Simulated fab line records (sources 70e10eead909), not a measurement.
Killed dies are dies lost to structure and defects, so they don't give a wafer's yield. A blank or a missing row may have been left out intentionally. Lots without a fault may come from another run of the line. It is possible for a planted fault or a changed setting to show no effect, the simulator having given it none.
fab line records + flow nand_harc
record:
- lots: 7
- wafers: 17
- last_day: 32
route steps=1302 shown A_BLC@1110 END@1302
lots untouched by any fault: they come from a run of this same line in which no faults occurred
start_h: start of the lot's first displayed wafer, in hours after the record's first day + wait_h: how many hours have passed since the lot's step before this one + " as in the row above + L1.1+2: several wafers, shown together as one row + - no value, or no start given + * or withheld: withheld + < > ~ a bound
route shown NAME@n: NAME is a module with steps in the file, n the number in the route of the first one + usual: mean and standard deviation over wafers with no fault + same: alike in all rows + chamber/n: place in a boat + sites: the reading at each site + _std_site: the values' standard deviation + _edge_site: outer sites' mean less inner sites' + radius_mm: how far each site lies from the wafer's centre + mask NAME#n: copy n + behind: the last tool/chamber to shape the wafer + hold: why the lot went on hold/how many hours it stayed there/how the hold came to an end + device: the n, p or np transistor that did not switch + end of line: the same wafers' tests at the end of the route + a step with no rows: only its recipe + killed: not the wafer's yield, but the dies lost to structure and defects at the first sort + map: a wafer's dies, marking killed ones x, the rest . and places with no die _
set.NAME: the run value of the setting; set.NAME@STEP: its run value at that earlier step + model.NAME: the simulator's own value behind a step, which no gauge read
lots at selected steps of the route; one table per step, one row per wafer
services: a tool's chamber out of use, with start hour (start_h, from the record's first day; less than 0 if before it), hours out, and reason
== steps ==
step: NHARC_A_BLC_COAT_03
recipe:
- temp_c: 225
- time_s: 65
step: NHARC_A_BLC_COAT_04
recipe:
- spin_rpm: 1500
- resist_thk_nm: 90
step: NHARC_A_BLC_SOFTBAKE_05
recipe:
- temp_c: 105
- time_s: 55
step: NHARC_A_BLC_EBR_06
step: NHARC_A_BLC_EXPOSE_07
recipe:
- na: 1.35
- target_cd_nm: 100
- dose_mj: 67.97
- mask_id: A_BLC
step: NHARC_A_BLC_PEB_08
recipe:
- peb_temp_c: 100
- peb_time_s: 65
step: NHARC_A_BLC_DEVELOP_09
recipe:
- develop_time_s: 35
- dev_temp_c: 23
step: NHARC_A_BLC_CD_MEAS_10
recipe:
- target_cd_nm: 100
- landing_energy_ev: 500
usual:
- cd_nm: 99.7/0.51
| lot.wafer | tool      | chamber | start_h | wait_h | cd_nm |
|-----------|-----------|---------|---------|--------|-------|
| L187.1    | cd_sem-02 | 0       | 539.92  | -      | 99.7  |
| L187.5    | "         | 0       | "       | "      | 100.3 |
| L187.6    | "         | 0       | "       | "      | 99.8  |
| L190.5    | cd_sem-01 | 0       | 586.47  | -      | 99.7  |
| L189.3    | cd_sem-02 | 0       | 589.10  | -      | 99.1  |
| L189.4    | "         | 0       | "       | "      | 99.4  |
| L189.5    | "         | 0       | "       | "      | 99.6  |
| L192.5    | cd_sem-03 | 0       | 609.45  | -      | 99.6  |
| L197.4    | cd_sem-03 | 0       | 648.94  | -      | 99.6  |
| L197.5    | "         | 0       | "       | "      | 99.1  |
| L197.6    | "         | 0       | "       | "      | 99.1  |
| L201.2    | cd_sem-03 | 0       | 702.22  | -      | 100.5 |
| L201.3    | "         | 0       | "       | "      | 100.8 |
| L201.6    | "         | 0       | "       | "      | 99.7  |
| L205.2    | cd_sem-03 | 0       | 718.08  | -      | 99.1  |
| L205.3    | "         | 0       | "       | "      | 98.7  |
| L205.5    | "         | 0       | "       | "      | 99.1  |
step: NHARC_A_BLC_OVL_MEAS_11
usual:
- overlay_x_nm: -0.3/0.86
- overlay_y_nm: 0.0/0.83
| lot.wafer | tool       | chamber | start_h | wait_h | overlay_x_nm | overlay_y_nm |
|-----------|------------|---------|---------|--------|--------------|--------------|
| L187.1    | overlay-01 | -       | 540.00  | -      | 0.5          | -0.5         |
| L187.5    | "          | -       | "       | "      | -0.5         | -0.9         |
| L187.6    | "          | -       | "       | "      | 0.3          | -0.1         |
| L190.5    | overlay-01 | -       | 586.55  | -      | -0.2         | -0.3         |
| L189.3    | overlay-01 | -       | 589.18  | -      | 0.7          | -1.1         |
| L189.4    | "          | -       | "       | "      | 0.5          | -1.8         |
| L189.5    | "          | -       | "       | "      | 0.7          | -0.8         |
| L192.5    | overlay-02 | -       | 609.53  | -      | 0.1          | -0.5         |
| L197.4    | overlay-02 | -       | 649.02  | -      | -0.5         | -1.2         |
| L197.5    | "          | -       | "       | "      | -0.2         | -0.4         |
| L197.6    | "          | -       | "       | "      | -0.2         | -0.6         |
| L201.2    | overlay-01 | -       | 702.31  | -      | -0.4         | -0.5         |
| L201.3    | "          | -       | "       | "      | -1.2         | -0.5         |
| L201.6    | "          | -       | "       | "      | -0.5         | -0.1         |
| L205.2    | overlay-02 | -       | 718.17  | -      | 0.5          | -0.3         |
| L205.3    | "          | -       | "       | "      | 0.8          | -0.6         |
| L205.5    | "          | -       | "       | "      | 0.3          | -0.7         |
step: NHARC_A_BLC_INSPECT_12
usual:
- raw_defect_count: 94/36
| lot.wafer | tool              | chamber | start_h | wait_h | raw_defect_count |
|-----------|-------------------|---------|---------|--------|------------------|
| L187.1    | defect_inspect-01 | -       | 540.04  | 0.0    | 57               |
| L187.5    | "                 | -       | "       | "      | 52               |
| L187.6    | "                 | -       | "       | "      | 43               |
| L190.5    | defect_inspect-02 | -       | 586.59  | 0.0    | 59               |
| L189.3    | defect_inspect-02 | -       | 589.22  | 0.0    | 124              |
| L189.4    | "                 | -       | "       | "      | 124              |
| L189.5    | "                 | -       | "       | "      | 116              |
| L192.5    | defect_inspect-02 | -       | 609.56  | 0.0    | 58               |
| L197.4    | defect_inspect-02 | -       | 649.06  | 0.0    | 154              |
| L197.5    | "                 | -       | "       | "      | 172              |
| L197.6    | "                 | -       | "       | "      | 153              |
| L201.2    | defect_inspect-01 | -       | 702.34  | 0.0    | 75               |
| L201.3    | "                 | -       | "       | "      | 67               |
| L201.6    | "                 | -       | "       | "      | 91               |
| L205.2    | defect_inspect-02 | -       | 718.20  | 0.0    | 81               |
| L205.3    | "                 | -       | "       | "      | 67               |
| L205.5    | "                 | -       | "       | "      | 76               |
step: NHARC_A_BLC_DESCUM_15
recipe:
- time_s: 3
- o2_flow_sccm: 200
- ar_flow_sccm: 0
- bias_power_w: 0
- chemistry: O2
usual:
- drypump_motor_current_A: 5.9/0.57
- o2_flow_sccm: 200.1/0.58
- oes_product_au: 1.001/0.0082
- rf_vpp_V: 57.7/1
- showerhead_plenum_p_Torr: 1.90/0.1
- throttle_valve_pct: 11.311/0.0085
same:
- bias_power_w: 0
| lot.wafer | tool        | chamber | start_h | wait_h | drypump_motor_current_A | o2_flow_sccm | oes_product_au | rf_hours_counter_h | rf_vpp_V | showerhead_plenum_p_Torr | throttle_valve_pct |
|-----------|-------------|---------|---------|--------|-------------------------|--------------|----------------|--------------------|----------|--------------------------|--------------------|
| L187.1    | rie_diel-10 | 2       | 540.13  | 0.1    | 6.1                     | 199.1        | 0.974          | 6                  | 57.0     | 1.86                     | 11.311             |
| L187.5    | "           | 3       | "       | "      | 6.4                     | 199.9        | 0.994          | -                  | 59.1     | 1.97                     | 11.322             |
| L187.6    | "           | 0       | "       | "      | 5.6                     | 200.3        | 0.998          | -                  | 58.6     | 2.06                     | 11.296             |
| L190.5    | rie_diel-10 | 3       | 586.69  | 0.1    | 6.3                     | 200.0        | 0.998          | -                  | 58.9     | 1.96                     | 11.314             |
| L189.4    | rie_diel-10 | 1       | 589.28  | 0.1    | 6.1                     | 199.4        | 1.004          | 8                  | 56.4     | 1.81                     | 11.315             |
| L189.3    | "           | 3       | "       | "      | 6.3                     | 200.0        | 0.993          | 9                  | 57.4     | 1.96                     | 11.313             |
| L189.5    | "           | 2       | "       | "      | 6.1                     | 200.7        | 0.988          | -                  | 57.9     | 1.86                     | 11.318             |
| L192.5    | rie_diel-10 | 1       | 609.65  | 0.1    | 6.2                     | 198.9        | 0.989          | -                  | 57.9     | 1.81                     | 11.298             |
| L197.4    | rie_diel-11 | 0       | 649.15  | 0.1    | 4.9                     | 199.7        | 1.000          | 2                  | 58.1     | 1.85                     | 11.314             |
| L197.6    | "           | 1       | "       | "      | 5.6                     | 199.1        | 1.000          | -                  | 56.0     | 1.78                     | 11.318             |
| L197.5    | "           | 2       | "       | "      | 6.6                     | 199.8        | 1.015          | -                  | 56.8     | 2.02                     | 11.313             |
| L201.3    | rie_diel-06 | 1       | 702.41  | 0.1    | 5.9                     | 200.3        | 1.012          | 6                  | 57.7     | 2.04                     | 11.317             |
| L201.2    | "           | 3       | "       | "      | 6.7                     | 200.3        | 1.013          | 6                  | 59.0     | 1.84                     | 11.322             |
| L201.6    | "           | 1       | "       | "      | 5.9                     | 199.7        | 1.000          | -                  | 60.0     | 2.04                     | 11.322             |
| L205.2    | rie_diel-06 | 0       | 718.26  | 0.1    | 4.8                     | 200.6        | 1.004          | 15                 | 56.5     | 1.78                     | 11.299             |
| L205.3    | "           | 3       | "       | "      | 6.7                     | 200.6        | 1.004          | 11                 | 57.1     | 1.84                     | 11.324             |
| L205.5    | "           | 0       | "       | "      | 4.8                     | 201.3        | 1.000          | -                  | 57.2     | 1.78                     | 11.323             |
step: NHARC_A_BLC_ETCH_16
recipe:
- target_depth_a: 390
- over_etch_frac: 0.3
- time_s: 65
- ion_energy_ev: 80
- cf4_flow_sccm: 150
- ar_flow_sccm: 0
- rf_w: 300
- bias_w: 100
- chemistry: CF4
usual:
- drypump_motor_current_A: 5.9/0.56
- oes_product_au: 1.001/0.0088
- rf_vpp_V: 151.1/1.2
- run_length_s: 86.3/0.51
- showerhead_plenum_p_Torr: 1.76/0.087
- throttle_valve_pct: 13.284/0.0093
| lot.wafer | tool        | chamber | start_h | wait_h | drypump_motor_current_A | oes_product_au | rf_hours_counter_h | rf_vpp_V | run_length_s | showerhead_plenum_p_Torr | throttle_valve_pct |
|-----------|-------------|---------|---------|--------|-------------------------|----------------|--------------------|----------|--------------|--------------------------|--------------------|
| L187.1    | rie_diel-10 | 0       | 540.20  | 0.1    | 5.6                     | 1.010          | 7                  | 152.5    | 86.7         | 1.89                     | 13.281             |
| L187.5    | "           | 2       | "       | "      | 6.1                     | 0.977          | -                  | 151.6    | 86.9         | 1.73                     | 13.283             |
| L187.6    | "           | 3       | "       | "      | 6.4                     | 1.001          | -                  | 150.6    | 85.6         | 1.81                     | 13.302             |
| L190.5    | rie_diel-10 | 2       | 586.77  | 0.1    | 6.1                     | 0.989          | -                  | 150.9    | 87.3         | 1.72                     | 13.278             |
| L189.4    | rie_diel-10 | 2       | 589.37  | 0.1    | 6.1                     | 0.988          | 9                  | 149.4    | 87.1         | 1.72                     | 13.279             |
| L189.3    | "           | 1       | "       | "      | 6.2                     | 0.999          | 8                  | 150.7    | 86.2         | 1.68                     | 13.282             |
| L189.5    | "           | 3       | "       | "      | 6.3                     | 1.010          | -                  | 151.4    | 85.3         | 1.81                     | 13.278             |
| L192.5    | rie_diel-10 | 0       | 609.74  | 0.1    | 5.6                     | 0.988          | -                  | 153.0    | 86.2         | 1.89                     | 13.287             |
| L197.4    | rie_diel-11 | 2       | 649.22  | 0.1    | 6.6                     | 1.004          | 3                  | 152.3    | 86.2         | 1.86                     | 13.292             |
| L197.6    | "           | 3       | "       | "      | 5.4                     | 1.005          | -                  | 150.3    | 85.9         | 1.65                     | 13.271             |
| L197.5    | "           | 0       | "       | "      | 4.9                     | 0.992          | -                  | 151.0    | 85.5         | 1.71                     | 13.275             |
| L201.3    | rie_diel-06 | 1       | 702.49  | 0.1    | 5.9                     | 1.001          | 6                  | 152.4    | 86.9         | 1.88                     | 13.272             |
| L201.2    | "           | 2       | "       | "      | 6.3                     | 1.014          | 6                  | 152.0    | 86.5         | 1.79                     | 13.293             |
| L201.6    | "           | 0       | "       | "      | 4.8                     | 1.013          | -                  | 149.7    | 86.0         | 1.66                     | 13.284             |
| L205.2    | rie_diel-06 | 0       | 718.35  | 0.1    | 4.8                     | 1.007          | 15                 | 150.5    | 86.2         | 1.66                     | 13.281             |
| L205.3    | "           | 3       | "       | "      | 6.7                     | 1.009          | 11                 | 151.1    | 86.6         | 1.70                     | 13.287             |
| L205.5    | "           | 1       | "       | "      | 5.9                     | 1.010          | -                  | 152.7    | 87.1         | 1.87                     | 13.291             |
step: NHARC_A_BLC_ETCH_17
recipe:
- target_depth_a: 3900
- over_etch_frac: 0.25
- time_s: 609.38
- ion_energy_ev: 200
- n2_flow_sccm: 150
- h2_flow_sccm: 150
- ar_flow_sccm: 0
- rf_w: 400
- bias_w: 150
- chemistry: N2/H2
usual:
- drypump_motor_current_A: 5.8/0.58
- oes_product_au: 1.003/0.0073
- rf_vpp_V: 430/3.2
- run_length_s: 630.7/0.56
- showerhead_plenum_p_Torr: 2.03/0.11
- throttle_valve_pct: 14.171/0.009
| lot.wafer | tool        | chamber | start_h | wait_h | drypump_motor_current_A | oes_product_au | rf_hours_counter_h | rf_vpp_V | run_length_s | showerhead_plenum_p_Torr | throttle_valve_pct |
|-----------|-------------|---------|---------|--------|-------------------------|----------------|--------------------|----------|--------------|--------------------------|--------------------|
| L187.1    | rie_diel-10 | 1       | 540.37  | -      | 6.1                     | 1.006          | 6                  | 427      | 630.7        | 1.93                     | 14.190             |
| L187.5    | "           | 3       | "       | "      | 6.4                     | 0.997          | -                  | 432      | 629.7        | 2.10                     | 14.171             |
| L187.6    | "           | 0       | "       | "      | 5.6                     | 1.002          | -                  | 435      | 631.2        | 2.20                     | 14.149             |
| L190.5    | rie_diel-10 | 0       | 587.05  | -      | 5.6                     | 1.004          | -                  | 434      | 585.0        | 2.20                     | 14.182             |
| L189.3    | rie_diel-10 | 0       | 589.50  | -      | 5.5                     | 1.003          | 9                  | 435      | 585.2        | 2.20                     | 14.162             |
| L189.4    | "           | 1       | "       | "      | 6.1                     | 1.010          | 9                  | 427      | 630.6        | 1.93                     | 14.179             |
| L189.5    | "           | 3       | "       | "      | 6.3                     | 1.000          | -                  | 432      | 630.1        | 2.09                     | 14.178             |
| L192.5    | rie_diel-10 | 0       | 610.02  | -      | 5.6                     | 1.007          | -                  | 435      | 585.0        | 2.20                     | 14.177             |
| L197.4    | rie_diel-11 | 3       | 649.43  | -      | 5.4                     | 0.999          | 3                  | 426      | 630.4        | 1.89                     | 14.162             |
| L197.5    | "           | 0       | "       | "      | 4.9                     | 0.997          | -                  | 429      | 629.8        | 1.97                     | 14.170             |
| L197.6    | "           | 1       | "       | "      | 5.6                     | 0.986          | -                  | 426      | 631.1        | 1.89                     | 14.188             |
| L201.2    | rie_diel-06 | 0       | 702.62  | -      | 4.8                     | 1.010          | 6                  | 428      | 630.3        | 1.90                     | 14.169             |
| L201.3    | "           | 1       | "       | "      | 6.0                     | 1.013          | 6                  | 433      | 631.8        | 2.18                     | 14.184             |
| L201.6    | "           | 0       | "       | "      | 4.8                     | 1.012          | -                  | 428      | 630.4        | 1.90                     | 14.163             |
| L205.3    | rie_diel-06 | 3       | 718.48  | -      | 6.7                     | 1.007          | 11                 | 427      | 631.1        | 1.96                     | 14.181             |
| L205.2    | "           | 1       | "       | "      | 5.9                     | 1.002          | 15                 | 434      | 631.6        | 2.17                     | 14.165             |
| L205.5    | "           | 3       | "       | "      | 6.7                     | 1.001          | -                  | 427      | 631.3        | 1.95                     | 14.178             |
step: NHARC_A_BLC_ETCH_18
recipe:
- target_depth_a: 9100
- c4f8_flow_sccm: 20
- o2_flow_sccm: 10
- ar_flow_sccm: withheld
- rf_w: 600
- bias_w: 1500
- chemistry: C4F8/O2/Ar
usual:
- oes_product_au: 0.954/0.022
- rf_vpp_V: 977/7
| lot.wafer | tool        | chamber | start_h | wait_h | oes_product_au | rf_hours_counter_h | rf_vpp_V |
|-----------|-------------|---------|---------|--------|----------------|--------------------|----------|
| L187.1    | rie_diel-10 | 2       | -       | -      | 0.975          | 6                  | 975      |
| L187.5    | "           | 2       | "       | "      | 0.974          | -                  | 976      |
| L187.6    | "           | 3       | "       | "      | 0.968          | -                  | 983      |
| L190.5    | rie_diel-10 | 0       | -       | -      | 0.978          | -                  | 988      |
| L189.4    | rie_diel-10 | 2       | -       | -      | 0.918          | 9                  | 975      |
| L189.3    | "           | 0       | "       | "      | 0.926          | 10                 | 988      |
| L189.5    | "           | 3       | "       | "      | 0.914          | -                  | 983      |
| L192.5    | rie_diel-10 | 3       | -       | -      | 0.968          | -                  | 981      |
| L197.4    | rie_diel-11 | 3       | -       | -      | 0.964          | 3                  | 969      |
| L197.6    | "           | 0       | "       | "      | 0.959          | -                  | 974      |
| L197.5    | "           | 1       | "       | "      | 0.943          | -                  | 969      |
| L201.3    | rie_diel-06 | 2       | -       | -      | 0.973          | 6                  | 981      |
| L201.2    | "           | 1       | "       | "      | 0.970          | 6                  | 987      |
| L201.6    | "           | 3       | "       | "      | 0.983          | -                  | 973      |
| L205.3    | rie_diel-06 | 0       | -       | -      | 0.932          | 15                 | 969      |
| L205.2    | "           | 1       | "       | "      | 0.922          | 15                 | 986      |
| L205.5    | "           | 3       | "       | "      | 0.940          | -                  | 973      |
step: NHARC_END_SORT_01
recipe:
- temp_c: 25
usual:
- killed_at_array: 56/19
- killed_at_other: 1.0/1.5
- killed_at_periphery: 3.4/2.4
- killed_dies: 60/19
- killed_open: 3.3/1.8
- killed_short: 2.4/1.7
same:
- gross_dies: 677
| lot.wafer | tool      | chamber | start_h | wait_h | killed_at_array | killed_at_other | killed_at_periphery | killed_dies | killed_open | killed_short |
|-----------|-----------|---------|---------|--------|-----------------|-----------------|---------------------|-------------|-------------|--------------|
| L187.1    | prober-01 | 0       | 581.64  | 2.5    | 36              | 1               | 3                   | 40          | 5           | 2            |
| L187.5    | prober-01 | 0       | 584.79  | 3.7    | 37              | 0               | 0                   | 37          | 1           | 2            |
| L187.6    | prober-01 | 0       | 585.58  | 3.9    | 28              | 0               | 2                   | 30          | 4           | 2            |
| L205.2    | prober-01 | 0       | 770.12  | 2.8    | 36              | 1               | 4                   | 41          | 2           | 3            |
| L205.3    | prober-01 | 0       | 770.92  | 3.1    | 46              | 0               | 5                   | 51          | 7           | 5            |
| L205.5    | prober-01 | 0       | 772.52  | 3.7    | 40              | 0               | 1                   | 41          | 6           | 2            |
killed by level:class
L187.1 A_SLIT:chamber_film_flake=18 A_CHANNEL_HOLE_D2:chamber_film_flake=7 A_CHANNEL_HOLE_D1:chamber_film_flake=2 A_CONTACT:chamber_film_flake=2 P_STI:geometric_particle:open=1 P_M2:geometric_particle:open=1 A_SOURCE_PLATE:geometric_particle:short=1 A_CHANNEL_HOLE_D1:geometric_particle:open=1
L187.5 A_SLIT:chamber_film_flake=23 A_CHANNEL_HOLE_D2:chamber_film_flake=5 A_CONTACT:chamber_film_flake=3 A_STAIRCASE:chamber_film_flake=2 A_SOURCE_PLATE:geometric_particle:short=1 A_CHANNEL_FILL_D1:geometric_particle:short=1 A_CONTACT:geometric_particle:open=1 A_ZERO_WELL:chamber_film_flake=1
L187.6 A_SLIT:chamber_film_flake=14 A_CHANNEL_HOLE_D2:chamber_film_flake=6 A_CHANNEL_FILL_D2:geometric_particle:open=2 P_GATE:chamber_film_flake=2 A_CHANNEL_HOLE_D1:chamber_film_flake=2 A_SOURCE_PLATE:geometric_particle:short=1 A_ONON_D1:geometric_particle:open=1 A_CHANNEL_HOLE_D2:geometric_particle:short=1
L205.2 A_SLIT:chamber_film_flake=16 A_CHANNEL_HOLE_D1:chamber_film_flake=11 A_CONTACT:chamber_film_flake=4 P_ZERO_WELL:chamber_film_flake=2 P_GATE:chamber_film_flake=2 A_WL_FILL:geometric_particle:short=1 A_CONTACT:geometric_particle:open=1 A_M0:geometric_particle:open=1
L205.3 A_SLIT:chamber_film_flake=19 A_CHANNEL_HOLE_D1:chamber_film_flake=12 A_CONTACT:chamber_film_flake=6 P_M0:geometric_particle:open=2 A_ONON_D1:geometric_particle:short=2 P_GATE:geometric_particle:short=1 P_CONTACT:geometric_particle:short=1 P_CONTACT:geometric_particle:open=1
L205.5 A_SLIT:chamber_film_flake=21 A_CONTACT:chamber_film_flake=6 A_WL_FILL:geometric_particle:open=2 A_CHANNEL_HOLE_D1:chamber_film_flake=2 A_ONON_D1:geometric_particle:open=1 A_CHANNEL_HOLE_D1:geometric_particle:short=1 A_CHANNEL_FILL_D1:geometric_particle:open=1 A_WL_FILL:geometric_particle:short=1
== services ==
| tool        | chamber | start_h | hours | kind       |
|-------------|---------|---------|-------|------------|
| rie_diel-10 | 0       | 526.50  | -     | clean      |
| rie_diel-10 | 1       | 526.50  | -     | clean      |
| rie_diel-10 | 2       | 526.50  | -     | clean      |
| rie_diel-10 | 3       | 526.50  | -     | clean      |
| rie_diel-10 | -       | 541.25  | 0.4   | repair     |
| rie_diel-10 | 0       | 551.00  | -     | clean      |
| rie_diel-10 | 1       | 551.00  | -     | clean      |
| rie_diel-10 | 2       | 551.00  | -     | clean      |
| rie_diel-10 | 3       | 551.00  | -     | clean      |
| rie_diel-10 | 0       | 575.53  | -     | clean      |
| rie_diel-10 | 1       | 575.53  | -     | clean      |
| rie_diel-10 | 2       | 575.53  | -     | clean      |
| rie_diel-10 | 3       | 575.53  | -     | clean      |
| rie_diel-11 | 2       | 585.21  | 2.0   | repair     |
| rie_diel-11 | 1       | 594.15  | 10.2  | repair     |
| rie_diel-10 | -       | 596.50  | 9.0   | pm         |
| rie_diel-10 | 0       | 596.50  | 9.0   | vent_cycle |
| rie_diel-10 | 1       | 596.50  | 11.0  | vent_cycle |
| rie_diel-10 | 2       | 596.50  | 9.0   | vent_cycle |
| rie_diel-11 | -       | 610.42  | 9.0   | pm         |
| rie_diel-11 | 0       | 627.77  | 4.4   | repair     |
| rie_diel-06 | 0       | 639.70  | 3.0   | repair     |
| rie_diel-06 | -       | 661.22  | 9.0   | pm         |
| rie_diel-10 | 1       | 703.14  | 18.2  | repair     |
== key ==
first_sign:
- step: NHARC_A_BLC_ETCH_17
- reading: run_length_s
- direction: down
- sigmas: 81
- usual: *
- struck: *
effect none on later readings
met_at NHARC_A_BLC_ETCH_17
struck_wafers L189.3,L190.5,L192.5
rows_end L190.5,L192.5
tester_left_out L189
onset_between 540.37 587.05
fault:
- kind: process_parameter_drift
- tool: rie_diel-10
- chamber: 0
- onset_h: 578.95
- steps: NHARC_A_BLC_ETCH_17
- channel: time_s
- offset: *
- shape: step
- acts_in: *
- stated: *
tester_left_out: of these lots the tester's yield and bins aren't shown, on N5 and GAA mostly nor the transistor test; their killed dies are dies lost to structure and defects alone, not to doping, threshold or leakage, so they don't give the yield
rows_end: these wafers met a further fault down the route, and their rows from its step on are left out
